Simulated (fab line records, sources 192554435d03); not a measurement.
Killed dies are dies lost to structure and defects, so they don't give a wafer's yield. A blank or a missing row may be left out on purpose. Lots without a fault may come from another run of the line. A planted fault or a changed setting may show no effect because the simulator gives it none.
Problem report in the 8D (eight disciplines) form, filled by code | flow n5_finfet | the parts of the form that need people (team, actions taken, sign-off) are left out

1. THE PROBLEM
GATE_OVL at N5_DUMMY_GATE_OVL_MEAS_16 reads a mean of 6.2 nm on 6 wafers of 2 lots; wafers without a fault read -0.2 nm with a standard deviation of 0.62. That is +10 standard deviations from the usual mean.
First seen on wafer L399.1, day 8 03:48, on overlay-02. The record holds 27 wafers of 9 lots with a number at this step. Rule for "out", or "out of limits": more than 4 standard deviations from the usual mean. The other wafers with a number count as sound.

2. WHAT IT IS AND WHAT IT IS NOT
question                    | is                     | is not
which readings at this step | GATE_OVL               | -
which lots                  | L399, L401             | L378, L380, L381, L385, L386, L390, L398
which wafers of those lots  | all that have a number | -
read on which gauges        | overlay-01, overlay-02 | -
when                        | from day 8 03:48       | up to then (21 sound wafers)

3. SUSPECTS, AND WHAT RULES EACH OUT
Counting: a tool at a process step up to the reading stays a suspect if it ran every lot that is out and no sound lot after the first of them.
- the gauge at N5_DUMMY_GATE_OVL_MEAS_16: ruled out. The wafers that are out were read on 2 gauges (overlay-01, overlay-02).
- plasma_asher-01 at N5_STI_FIN_REVEAL_OXIDATION_31 (chemistry O2 PLASMA REMOTE, time 20 s): kept. It ran every lot that is out, first L399 (day 7 18:32), and no sound lot after that; its last sound lot up to then is L386 (day 4 13:08).
- euv_scanner-01 at N5_DUMMY_GATE_EXPOSE_12 (exposes mask GATE, target cd 25 nm): kept. It ran every lot that is out, first L399 (day 8 03:38), and no sound lot after that; its last sound lot up to then is L398 (day 7 22:33).
Left after counting: plasma_asher-01 at N5_STI_FIN_REVEAL_OXIDATION_31, euv_scanner-01 at N5_DUMMY_GATE_EXPOSE_12.

4. THE CAUSE (what the simulator had put in)
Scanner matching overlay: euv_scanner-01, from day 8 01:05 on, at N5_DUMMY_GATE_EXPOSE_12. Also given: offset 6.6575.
Counting left 2 suspects, and this tool is among them.

5. THE CHAIN OF EFFECTS, in route order
Each row: a reading whose mean over the struck wafers that have a number lies more than 3 standard deviations from the usual. Only readings for which the record gives a usual standard deviation are gone through. hours: the time from each lot's start at the first step in this table that gives one to its start at this step, as a median over the lots. sigmas: the change in usual standard deviations.
hours | step                      | reading              | usual   | on struck wafers | change | sigmas
0     | N5_DUMMY_GATE_OVL_MEAS_16 | GATE_OVL             | -0.2 nm | 6.2              | +6.4   | +10
240   | N5_PASSIVATION_PROBE_49   | defect_limited_yield | 91.6 %  | 75.6             | -16.0  | -11
240   | N5_PASSIVATION_PROBE_49   | killed_at_front_end  | 39      | 228              | +189   | +17
240   | N5_PASSIVATION_PROBE_49   | killed_dies          | 99      | 288              | +189   | +12
240   | N5_PASSIVATION_PROBE_49   | killed_on_rim        | 12      | 36               | +24    | +7.0
240   | N5_PASSIVATION_PROBE_49   | sort_bin_5_function  | 4.8 %   | 13.1             | +8.3   | +9.5
240   | N5_PASSIVATION_PROBE_49   | sort_n_pass          | 1077    | 892              | -185   | -6.4
240   | N5_PASSIVATION_PROBE_49   | sort_yield_pct       | 91.2 %  | 75.6             | -15.6  | -6.2
The process steps in it:
- N5_PASSIVATION_PROBE_49
Later measuring or inspecting steps at which every struck wafer that the step has a row for has a number for every such reading, and none has moved that far: N5_BEOL_M4_RC_MEAS_101.

6. WHAT WOULD HAVE CAUGHT IT SOONER
In this record the first reading out of limits at a measuring or inspecting step was taken at day 8 03:48, 3 hours after the fault began at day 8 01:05.
Of the tool readings at N5_DUMMY_GATE_EXPOSE_12 for which the record gives a usual standard deviation, none was out on any struck wafer, so an alarm limit of 4 standard deviations on them would not have fired.
Of the lots that are out (2), L401 began N5_DUMMY_GATE_EXPOSE_12 on euv_scanner-01 after day 8 03:48. A hold on the tool at that time would have spared it.
